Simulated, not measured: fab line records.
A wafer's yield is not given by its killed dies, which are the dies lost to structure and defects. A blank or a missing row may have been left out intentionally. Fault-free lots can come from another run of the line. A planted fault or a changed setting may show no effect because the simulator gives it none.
Which tool did it? :: flow n5Finfet :: Sampling: 10 lots, 28 wafers, 4 of 1938 route steps

WHAT EACH GAUGE READ, for each wafer
N5_STI_FIN_REVEAL_INSPECT_13: inspects for defects (darkfield).
lot: L953
measured: day 2 13:22
on: defectInspect-01
rawDefectCount: 22 12

lot: L954
measured: day 2 23:24
on: defectInspect-02
rawDefectCount: 7 8 19

lot: L956
measured: day 3 06:57
on: defectInspect-02
rawDefectCount: 22 14 7

lot: L957
measured: day 3 14:35
on: defectInspect-02
rawDefectCount: 21 2 4

lot: L960
measured: day 4 06:59
on: defectInspect-02
rawDefectCount: 10 10

lot: L965
measured: day 5 15:33
on: defectInspect-02
rawDefectCount: 13 6 8

lot: L966
measured: day 5 19:35
on: defectInspect-02
rawDefectCount: 10 15 23

lot: L971
measured: day 7 01:22
on: defectInspect-02
rawDefectCount: 582 13 586

lot: L974
measured: day 7 18:18
on: defectInspect-02
rawDefectCount: 8 4 595

lot: L976
measured: day 8 07:24
on: defectInspect-01
rawDefectCount: 5 12 11

EACH LOT AND THE TOOL THAT RAN IT (in order: tool; ch and the chambers of the sampled wafers; start)
lot: L953
N5_STI_FIN_REVEAL_ETCHBACK_08: rieDiel-03 ch 1,2, day 2 09:48
N5_STI_FIN_REVEAL_ETCH_34: rieSi-04 ch 0,1, day 2 12:41
N5_STI_FIN_REVEAL_OXIDATION_33: plasmaAsher-01 ch 0,1, day 2 13:05

lot: L954
N5_STI_FIN_REVEAL_ETCHBACK_08: rieDiel-02 ch 1,2,3, day 2 18:44
N5_STI_FIN_REVEAL_ETCH_34: rieSi-04 ch 1,2,3, day 2 22:42
N5_STI_FIN_REVEAL_OXIDATION_33: plasmaAsher-01 ch 0, day 2 23:07

lot: L956
N5_STI_FIN_REVEAL_ETCHBACK_08: rieDiel-06 ch 0,2, day 3 03:54
N5_STI_FIN_REVEAL_ETCH_34: rieSi-02 ch 0,1,2, day 3 06:15
N5_STI_FIN_REVEAL_OXIDATION_33: plasmaAsher-01 ch 0,1, day 3 06:40

lot: L957
N5_STI_FIN_REVEAL_ETCHBACK_08: rieDiel-03 ch 0,1,3, day 3 09:54
N5_STI_FIN_REVEAL_ETCH_34: rieSi-06 ch 1,2,3, day 3 13:50
N5_STI_FIN_REVEAL_OXIDATION_33: plasmaAsher-02 ch 0,1, day 3 14:17

lot: L960
N5_STI_FIN_REVEAL_ETCHBACK_08: rieDiel-03 ch 0,3, day 4 03:56
N5_STI_FIN_REVEAL_ETCH_34: rieSi-06 ch 0,2, day 4 06:17
N5_STI_FIN_REVEAL_OXIDATION_33: plasmaAsher-02 ch 0,1, day 4 06:43

lot: L965
N5_STI_FIN_REVEAL_ETCHBACK_08: rieDiel-02 ch 0,1, day 5 12:18
N5_STI_FIN_REVEAL_ETCH_34: rieSi-06 ch 1,3, day 5 14:51
N5_STI_FIN_REVEAL_OXIDATION_33: plasmaAsher-02 ch 0,1, day 5 15:16

lot: L966
N5_STI_FIN_REVEAL_ETCHBACK_08: rieDiel-06 ch 1,2, day 5 16:31
N5_STI_FIN_REVEAL_ETCH_34: rieSi-04 ch 0,1,2, day 5 18:53
N5_STI_FIN_REVEAL_OXIDATION_33: plasmaAsher-01 ch 0,1, day 5 19:19

lot: L971
N5_STI_FIN_REVEAL_ETCHBACK_08: rieDiel-06 ch 0,1, day 6 21:47
N5_STI_FIN_REVEAL_ETCH_34: rieSi-02 ch 0,1,3, day 7 00:40
N5_STI_FIN_REVEAL_OXIDATION_33: plasmaAsher-02 ch 0,1, day 7 01:04

lot: L974
N5_STI_FIN_REVEAL_ETCHBACK_08: rieDiel-06 ch 0,1, day 7 15:16
N5_STI_FIN_REVEAL_ETCH_34: rieSi-04 ch 1,2, day 7 17:37
N5_STI_FIN_REVEAL_OXIDATION_33: plasmaAsher-02 ch 0,1, day 7 18:02

lot: L976
N5_STI_FIN_REVEAL_ETCHBACK_08: rieDiel-02 ch 1,2,3, day 8 04:18
N5_STI_FIN_REVEAL_ETCH_34: rieSi-06 ch 1,2,3, day 8 06:42
N5_STI_FIN_REVEAL_OXIDATION_33: plasmaAsher-02 ch 0,1, day 8 07:07
- N5_STI_FIN_REVEAL_ETCHBACK_08: etches SiO2 in C4F6/O2, target depth 30.5 nm, time 10.167 s.
- N5_STI_FIN_REVEAL_ETCH_34: etches Si in H2, material Si, target depth 0.97 nm.
- N5_STI_FIN_REVEAL_OXIDATION_33: chemistry O2 PLASMA REMOTE, time 20 s.

THE ANSWER, worked out from the rows above alone
Rule: usual is defined by the lots themselves. The widest of any qualifying gaps counts: lots, ordered by their means at a reading, are off when they make up no more than a third of the lots, leave a main group of 4 or more, and stand apart from it by 3 or more times the standard deviation of that group's means. The tables above print the reading to a certain number of digits; a main group whose means all agree to those digits is not used. Also off: a lot with no number at a reading for which 4 or more lots have one. All remaining lots with rows at the step are treated as sound.
Off, at N5_STI_FIN_REVEAL_INSPECT_13 on rawDefectCount: L971, L974. The main group: mean 12, standard deviation 3.1.
A tool fits if, at a process step before that reading, it ran every lot that is off, and no sound lot after the first of them. Gauges at N5_STI_FIN_REVEAL_INSPECT_13: tried the same way as those tools. Undecided on this evidence; 2 tools fit (rieDiel-06 at N5_STI_FIN_REVEAL_ETCHBACK_08, defectInspect-02 at N5_STI_FIN_REVEAL_INSPECT_13).

WHAT THE SIMULATOR HAD PUT IN
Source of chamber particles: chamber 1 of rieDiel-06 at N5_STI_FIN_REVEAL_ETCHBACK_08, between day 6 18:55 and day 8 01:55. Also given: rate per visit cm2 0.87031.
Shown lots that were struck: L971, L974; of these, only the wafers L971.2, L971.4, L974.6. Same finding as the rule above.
